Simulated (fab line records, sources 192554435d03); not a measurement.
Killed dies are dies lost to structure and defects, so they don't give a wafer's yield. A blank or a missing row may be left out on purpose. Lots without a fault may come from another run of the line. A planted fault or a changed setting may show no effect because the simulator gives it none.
Chamber matching | flow n5_finfet | N5_BEOL_M0_CUTY_ETCH_62 on rie_diel-03: 4 sister chambers
The step etches SiARC in CF4, time 58.5 s. 4 wafers are shown with their chamber, then 9 later ones without.

WAFERS WITH THEIR CHAMBER
wafer  | chamber | drypump_motor_current_A (A)
L085.1 | 1       | 5.4
L085.3 | 2       | 4.7
L086.2 | 0       | 5.2
L086.6 | 3       | 6.4

WAFERS WITHOUT THEIR CHAMBER
wafer  | drypump_motor_current_A (A)
L087.1 | 5.2
L087.5 | 6.4
L087.6 | 5.2
L090.1 | 6.5
L090.4 | 5.2
L090.5 | 4.7
L093.1 | 5.4
L093.2 | 4.7
L093.6 | 5.4

WHICH CHAMBER EACH WENT THROUGH
wafer  | from the rows above | in truth
L087.1 | 0                   | 0
L087.5 | 3                   | 3
L087.6 | 0                   | 0
L090.1 | 3                   | 3
L090.4 | 0                   | 0
L090.5 | 2                   | 2
L093.1 | 1                   | 1
L093.2 | 2                   | 2
L093.6 | 1                   | 1
Placed correctly: 9 of 9. Can't be placed from these rows: 0. Placed wrongly: 0.
How it was worked out, from the rows above alone: a wafer's distance from a chamber is the root of the sum, over the readings, of the square of ((its reading less the chamber's mean) divided by the reading's scatter). The wafer belongs to the nearest chamber; if the next one is less than 2 further off, it can't be placed. A chamber's mean is the mean of its shown wafers. The scatter: with one shown wafer a chamber, the root of the mean of the squares of how far each hidden wafer lies from its nearest shown one.
